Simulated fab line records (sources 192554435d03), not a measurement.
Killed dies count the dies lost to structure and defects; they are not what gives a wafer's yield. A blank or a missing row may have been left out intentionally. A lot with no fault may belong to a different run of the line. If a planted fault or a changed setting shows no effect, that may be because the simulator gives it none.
Comparing a struck lot with a sound one	flow n5Finfet	35 steps out of a route of 1938
Sound: wafers L103.1, L103.3, L103.6. Struck: wafers L109.2, L109.5, L109.6. The cause is named last.
Per side, at each step with rows, come the tool, then ch with its chambers, and then its first start. Under that, the readings that differ: sound wafers	struck wafers	difference of the means	sigmas: that difference in standard deviations of wafers without a fault.
alike: same words and numbers on both sides, and readings whose means sit less than 2 such deviations apart. not compared: any withheld reading, any reading some wafer has no value for, any bound like >300 that may hide the same value, and any number with overlapping values for which the record gives no deviation.
A row with sigmas, a row that says differs or no value, or rows on one side alone: a step with any of these is where the two part. Numbers that have no deviation but don't overlap get no sigmas and don't part them. Lack of a reading on every wafer of one side parts them only where that side has two or more wafers.

first, 11 steps without rows for these wafers: N5_MOL_CONTACT_COAG_WET_ETCH_116 (etches the open film in SC1-inhibited, target depth 4.6 nm, rinse time 30 s); N5_MOL_CONTACT_COAG_ALD_27 (deposits SiOC, target thk 17 nm, pulse time 1.5 s, time 2720 s); N5_MOL_CONTACT_COAG_CMP_28 (polishes, stops on SiNx, t overpolish 0.85 s, target thk 14.522 nm); N5_MOL_CONTACT_COAG_ALD_123 (deposits SiNx, target thk 5 nm, pulse time 1 s, purge time 2 s); N5_MOL_CONTACT_COAG_PECVD_31 (deposits SiO2 from TEOS/O2, target thk 46 nm, time 8.9 s); N5_MOL_CONTACT_COAG_COAT_75 (time 60 s, resist thk 60 nm); N5_MOL_CONTACT_COAG_COAT_76 (time 60 s, resist thk 10 nm); N5_MOL_CONTACT_COAG_COAT_77 (time 60 s, resist thk 10 nm); N5_MOL_CONTACT_COAG_COAT_78 (resist thk 40 nm); N5_MOL_CONTACT_COAG_EBR_80; N5_MOL_CONTACT_COAG_SOFTBAKE_79 (time 60 s).
N5_MOL_CONTACT_COAG_EXPOSE_81: exposes mask VG, defocus 0 nm.
  sound on euvScanner-01 ch 0, day 7 06:58; struck on euvScanner-01 ch 0, day 8 15:34
reading	sound	struck	difference	sigmas
exposureDoseMJCm2	60.4 60.3 60.3	62.2 62.1 62.2	+1.8	+4
  alike: mask
then, 2 steps without rows for these wafers: N5_MOL_CONTACT_COAG_PEB_82 (peb time 60 s); N5_MOL_CONTACT_COAG_DEVELOP_83 (develop time 30 s).
N5_MOL_CONTACT_COAG_CD_MEAS_84: target cd 25.1 nm.
  sound on cdSem-03 ch 0, day 7 07:06; struck on cdSem-02 ch 0, day 8 15:43
reading	sound	struck	difference	sigmas
cdNm (nm)	24.9 25.4 25.1	20.5 23.6 24.7	-2.2	-6
then, 16 steps without rows for these wafers: N5_MOL_CONTACT_COAG_DESCUM_88 (chemistry O2, time 7 s); N5_MOL_CONTACT_COAG_ETCH_89 (etches underlayer in N2/H2, target depth 13 nm, time 10.4 s); N5_MOL_CONTACT_COAG_ETCH_90 (etches SiARC in CF4, target depth 13 nm, time 21.7 s); N5_MOL_CONTACT_COAG_ALD_131 (deposits SiO2, target thk 5 nm, pulse time 1 s, co reactant pulse time 1 s); N5_MOL_CONTACT_COAG_ETCHBACK_132 (etches SiO2 in CHF3, target depth 10 nm, time 6.7 s); N5_MOL_CONTACT_COAG_ETCH_91 (etches SOC in N2/H2, target depth 60 nm, overetch 21 nm, time 101.2 s); N5_MOL_CONTACT_COAG_STRIP_92 (strips in N2/H2); N5_MOL_CONTACT_COAG_STRIP_93 (strips in N2/H2); N5_MOL_CONTACT_COAG_ETCHBACK_135 (etches SiO2 in CHF3, target depth 25 nm, time 16.7 s); N5_MOL_CONTACT_COAG_STRIP_118 (strips in CHF3); N5_MOL_CONTACT_COAG_VIA_ETCH_46 (etches SiO2 in C4F6/O2, target depth 46 nm, overetch 9.2 nm, time 40 s); N5_MOL_CONTACT_COAG_STRIP_96 (strips in N2/H2); N5_MOL_CONTACT_COAG_ETCH_47 (etches SiNx in CH3F/O2, stops on W, target depth 27 nm); N5_MOL_CONTACT_COAG_STRIP_119 (strips in N2/H2, time 30 s); N5_MOL_CONTACT_COAG_PRECLEAN_144 (cleans in alkaline clean, time 60 s); N5_MOL_CONTACT_COAG_SRD_145 (time 30 s).
N5_MOL_CONTACT_COAG_CD_MEAS_137: target cd 16 nm.
  sound: cdSem-02 at day 7 08:36; struck: cdSem-03 at day 8 16:45
reading	sound	struck	difference	sigmas
cdNm (nm)	15.7 16.4 16.2	11.6 14.3 14.9	-2.5	-5
then, 1 step without rows for these wafers: N5_MOL_CONTACT_COAG_COAT_62 (time 60 s, resist thk 60 nm).
N5_BEOL_M4_RC_MEAS_101:
  the record has rows for the sound wafers here (prober-02 ch 0, day 10 15:45) and none for the struck ones
-- here the record skips 8 days between the struck wafers' starts before and after, leaving off in module BEOL_M4 and picking up in module PASSIVATION (first step shown: number 1936 of the route) --
N5_PASSIVATION_PROBE_49:
  rows exist in the record for the struck wafers here (prober-02, day 16 20:56), but not for the sound ones

## WHERE THEY PART
At N5_MOL_CONTACT_COAG_EXPOSE_81 first; at N5_PASSIVATION_PROBE_49 last (within this record only).

WHY: whatever the simulator had introduced
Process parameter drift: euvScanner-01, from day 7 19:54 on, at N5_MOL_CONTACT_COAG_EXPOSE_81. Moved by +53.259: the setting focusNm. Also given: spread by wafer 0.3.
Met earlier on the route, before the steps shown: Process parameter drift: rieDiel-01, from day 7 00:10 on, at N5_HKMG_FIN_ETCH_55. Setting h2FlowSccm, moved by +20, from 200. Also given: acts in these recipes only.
